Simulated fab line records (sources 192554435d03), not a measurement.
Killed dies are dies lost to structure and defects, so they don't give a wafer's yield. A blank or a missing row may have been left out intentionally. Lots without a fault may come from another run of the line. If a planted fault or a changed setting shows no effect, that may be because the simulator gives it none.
Which tool is to blame? | flow n5_finfet | 27 wafers from 9 lots sampled at 6 of the route's 1938 steps

## WHAT THE GAUGES SHOWED, per wafer
N5_BEOL_M3_THK_MEAS_01. Usual: M3_ILD_THK typically reads 79.0 nm, with standard deviation 0.92.
lot  | measured     | on            | M3_ILD_THK (nm)   | flag
L526 | day 7 03:35  | film_metro-02 | 78.6 77.9 80.8    |
L528 | day 7 19:45  | film_metro-02 | 79.0 79.7 80.8    |
L529 | day 8 00:49  | film_metro-02 | 78.2 78.5 78.0    |
L535 | day 9 04:07  | film_metro-02 | 78.2 79.7 79.9    |
L537 | day 10 01:58 | film_metro-02 | 78.4 79.3 80.0    |
L539 | day 10 17:28 | film_metro-01 | 128.2 129.3 130.4 | OFF
L541 | day 10 22:36 | film_metro-02 | 78.1 129.2 128.3  | OFF
L546 | day 12 04:37 | film_metro-01 | 78.8 78.3 79.7    |
L548 | day 12 23:25 | film_metro-02 | 79.3 78.7 80.3    |

N5_BEOL_M4_RC_MEAS_101. Usual: DIBL_N 36.5 mV/V, standard deviation 1.4; DIBL_P 36.6 mV/V, standard deviation 1.6; IOFF_N 0.160 nA/um, standard deviation 0.024; IOFF_P 0.217 nA/um, standard deviation 0.029; ION_N 674 uA/um, standard deviation 8.7; ION_P 464 uA/um, standard deviation 6.5; SS_N 71.6 mV/dec, standard deviation 0.47; SS_P 73.4 mV/dec, standard deviation 0.57; VT_N 250.0 mV, standard deviation 2.5; VT_P -250 mV, standard deviation 3.1.
lot  | measured     | on        | DIBL_N (mV/V)  | DIBL_P (mV/V)  | IOFF_N (nA/um)    | IOFF_P (nA/um)    | ION_N (uA/um) | ION_P (uA/um) | SS_N (mV/dec)  | SS_P (mV/dec)  | VT_N (mV)         | VT_P (mV)      | flag
L526 | day 8 06:04  | prober-02 | 34.3 35.2 35.5 | 35.8 36.7 36.3 | 0.140 0.143 0.152 | 0.193 0.203 0.208 | 663 666 671   | 465 461 462   | 71.6 71.8 71.7 | 72.8 72.6 73.3 | 250.5 251.5 249.1 | -251 -251 -249 |
L528 | day 9 01:41  | prober-02 | 34.9 33.5 35.1 | 35.5 33.6 36.0 | 0.155 0.128 0.159 | 0.228 0.191 0.224 | 680 667 687   | 471 466 471   | 71.6 71.3 72.0 | 73.5 72.9 73.1 | 249.3 252.2 249.7 | -249 -252 -247 |
L529 | day 9 03:20  | prober-01 | 37.1 36.6 36.3 | 37.2 36.7 36.3 | 0.180 0.178 0.169 | 0.253 0.256 0.241 | 687 675 684   | 474 468 475   | 71.6 71.7 71.6 | 73.5 72.6 73.6 | 247.7 247.2 244.9 | -247 -246 -245 |
L535 | day 10 02:55 | prober-02 | 38.4 37.3 37.9 | 37.1 36.7 36.9 | 0.194 0.182 0.184 | 0.234 0.243 0.232 | 675 687 680   | 462 467 469   | 71.9 71.9 71.9 | 73.4 74.1 73.7 | 245.2 248.5 245.5 | -250 -250 -251 |
L537 | day 11 04:09 | prober-01 | 35.7 37.9 36.0 | 35.4 37.3 35.4 | 0.134 0.174 0.140 | 0.212 0.239 0.210 | 666 681 675   | 469 465 468   | 70.7 72.1 71.0 | 72.5 73.1 72.9 | 251.2 249.5 249.9 | -249 -246 -249 |
L541 | day 11 23:09 | prober-02 | 35.3           | 34.9           | 0.123             | 0.158             | 667           | 452           | 71.6           | 73.2           | 255.3             | -256           |
L546 | day 12 22:23 | prober-01 | 35.9 34.7 35.5 | 35.8 34.1 34.8 | 0.153 0.133 0.139 | 0.224 0.208 0.221 | 681 670 662   | 465 466 465   | 71.5 70.7 71.4 | 73.0 73.3 73.3 | 249.2 252.9 250.5 | -249 -246 -246 |
L548 | day 13 16:08 | prober-02 | 37.0 36.4 36.7 | 36.3 36.3 36.4 | 0.169 0.166 0.173 | 0.218 0.213 0.222 | 677 682 680   | 459 464 464   | 72.2 71.4 72.0 | 72.9 74.0 73.8 | 249.2 247.6 247.2 | -251 -252 -249 |

## EACH LOT AND THE TOOL THAT RAN IT (in order: tool; ch and the chambers of the sampled wafers; start)
lot  | N5_BEOL_M2_SPUTTER_86        | N5_BEOL_M2_SPUTTER_88        | N5_BEOL_M2_SPUTTER_90        | N5_BEOL_M3_ILD_DEP_00
L526 | pvd_sputter-02, day 7 01:14  | pvd_sputter-02, day 7 01:27  | pvd_sputter-02, day 7 01:40  | pecvd-01 ch 0,2, day 7 03:30
L528 | pvd_sputter-02, day 7 17:27  | pvd_sputter-02, day 7 17:40  | pvd_sputter-02, day 7 17:53  | pecvd-01 ch 0,1,2, day 7 19:41
L529 | pvd_sputter-01, day 7 22:31  | pvd_sputter-01, day 7 22:44  | pvd_sputter-01, day 7 22:58  | pecvd-02 ch 0,2, day 8 00:45
L535 | pvd_sputter-01, day 9 01:43  | pvd_sputter-01, day 9 01:56  | pvd_sputter-01, day 9 02:10  | pecvd-01 ch 0,1,2, day 9 04:02
L537 | pvd_sputter-01, day 9 23:40  | pvd_sputter-01, day 9 23:53  | pvd_sputter-01, day 10 00:06 | pecvd-01 ch 0,1,2, day 10 01:54
L539 | pvd_sputter-03, day 10 15:08 | pvd_sputter-03, day 10 15:22 | pvd_sputter-03, day 10 15:35 | pecvd-01 ch 0,1, day 10 17:24
L541 | pvd_sputter-01, day 10 20:20 | pvd_sputter-01, day 10 20:33 | pvd_sputter-01, day 10 20:46 | pecvd-01 ch 0,1,2, day 10 22:32
L546 | pvd_sputter-01, day 12 02:20 | pvd_sputter-01, day 12 02:33 | pvd_sputter-01, day 12 02:46 | pecvd-02 ch 0,1,2, day 12 04:32
L548 | pvd_sputter-03, day 12 20:42 | pvd_sputter-03, day 12 20:55 | pvd_sputter-03, day 12 21:08 | pecvd-02 ch 0,1, day 12 23:21
- N5_BEOL_M2_SPUTTER_86: material Cu, target thk 4.5 nm, time 8.29 s.
- N5_BEOL_M2_SPUTTER_88: material Cu, target thk 4.5 nm, time 8.29 s.
- N5_BEOL_M2_SPUTTER_90: material Cu, target thk 4.5 nm, time 8.29 s.
- N5_BEOL_M3_ILD_DEP_00: deposits SiOC from DEMS/O2, target thk 79 nm, time 15.3 s.

## WHAT THE TOOLS THEMSELVES READ (means of the sampled wafers that have a number; where no wafer has one, the mark that the record gives instead)
N5_BEOL_M2_SPUTTER_86. Usual: chamber_pressure_pa 0.07 Pa, standard deviation 0.00015; throttle_valve_pct 30.2 %, standard deviation 1.1.
lot  | tool           | chamber_pressure_pa (Pa) | throttle_valve_pct (%) | flag
L526 | pvd_sputter-02 | 0.07                     | 30.6                   |
L528 | pvd_sputter-02 | 0.07                     | 29.8                   |
L529 | pvd_sputter-01 | 0.07                     | 30.1                   |
L535 | pvd_sputter-01 | 0.07                     | 30.1                   |
L537 | pvd_sputter-01 | 0.07                     | 29.8                   |
L539 | pvd_sputter-03 | 0.07                     | 30.5                   |
L541 | pvd_sputter-01 | 0.07                     | 30.4                   |
L546 | pvd_sputter-01 | 0.07                     | 30.2                   |
L548 | pvd_sputter-03 | 0.07                     | 30.7                   |

N5_BEOL_M2_SPUTTER_88. Usual: chamber_pressure_pa 0.07001 Pa, standard deviation 0.00015; throttle_valve_pct 30.2 %, standard deviation 1.1.
lot  | tool           | chamber_pressure_pa (Pa) | throttle_valve_pct (%) | flag
L526 | pvd_sputter-02 | 0.06997                  | 30.3                   |
L528 | pvd_sputter-02 | 0.07009                  | 29.9                   |
L529 | pvd_sputter-01 | 0.06997                  | 30.1                   |
L535 | pvd_sputter-01 | 0.07008                  | 30.1                   |
L537 | pvd_sputter-01 | 0.06997                  | 29.9                   |
L539 | pvd_sputter-03 | 0.07009                  | 30.4                   |
L541 | pvd_sputter-01 | 0.06993                  | 30.0                   |
L546 | pvd_sputter-01 | 0.07006                  | 30.2                   |
L548 | pvd_sputter-03 | 0.07029                  | 30.6                   |

N5_BEOL_M2_SPUTTER_90. Usual: chamber_pressure_pa 0.07 Pa, standard deviation 0.00014; throttle_valve_pct 30.2 %, standard deviation 1.1.
lot  | tool           | chamber_pressure_pa (Pa) | throttle_valve_pct (%) | flag
L526 | pvd_sputter-02 | 0.07                     | 30.5                   |
L528 | pvd_sputter-02 | 0.07                     | 30.0                   |
L529 | pvd_sputter-01 | 0.07                     | 30.1                   |
L535 | pvd_sputter-01 | 0.07                     | 30.2                   |
L537 | pvd_sputter-01 | 0.07                     | 29.8                   |
L539 | pvd_sputter-03 | 0.07                     | 30.4                   |
L541 | pvd_sputter-01 | 0.07                     | 30.1                   |
L546 | pvd_sputter-01 | 0.07                     | 30.2                   |
L548 | pvd_sputter-03 | 0.07                     | 30.7                   |

N5_BEOL_M3_ILD_DEP_00. Usual: heater_power_w 449 W, standard deviation 64; showerhead_plenum_p_Torr 5.692 Torr, standard deviation 0.02; throttle_valve_pct 11.8 %, standard deviation 0.49.
lot  | tool     | heater_power_w (W) | showerhead_plenum_p_Torr (Torr) | throttle_valve_pct (%) | flag
L526 | pecvd-01 | 459                | 5.669                           | 11.5                   |
L528 | pecvd-01 | 448                | 5.692                           | 11.8                   |
L529 | pecvd-02 | 436                | 5.663                           | 12.2                   |
L535 | pecvd-01 | 412                | 5.703                           | 11.7                   |
L537 | pecvd-01 | 428                | 5.703                           | 11.8                   |
L539 | pecvd-01 | 446                | 5.704                           | 12.0                   |
L541 | pecvd-01 | 410                | 5.700                           | 11.8                   |
L546 | pecvd-02 | 440                | 5.692                           | 12.0                   |
L548 | pecvd-02 | 447                | 5.702                           | 12.6                   |

## THE ANSWER, worked out from the rows above alone
Rule: a lot counts as off when the mean over its wafers that have a number is more than 3 standard deviations away from the usual mean. Also off: a lot with no number at a reading for which 4 or more lots have one. Where the step has rows for the other lots, those lots are counted as sound. Order of review: gauges by route order, followed by the tools' own readings, for which a lot's mean as printed above is used. The first step at which some lot is off is used, and at that step the reading that is off furthest; a lot without a number counts as furthest.
Off: at N5_BEOL_M3_THK_MEAS_01 (M3_ILD_THK), L539, L541.
A tool fits if, at a process step before that reading, it ran every lot that is off, and no sound lot after the first of them. The gauges at N5_BEOL_M3_THK_MEAS_01 are tried like those tools. One candidate fits, namely pecvd-01 at N5_BEOL_M3_ILD_DEP_00. A fault onset in the window from L537 (day 10 01:54, its last sound lot) to L539 (day 10 17:24, its first lot off) fits.

## WHAT WAS PUT IN BY THE SIMULATOR
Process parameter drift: pecvd-01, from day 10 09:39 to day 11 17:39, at N5_BEOL_M3_ILD_DEP_00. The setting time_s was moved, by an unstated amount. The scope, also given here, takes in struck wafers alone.
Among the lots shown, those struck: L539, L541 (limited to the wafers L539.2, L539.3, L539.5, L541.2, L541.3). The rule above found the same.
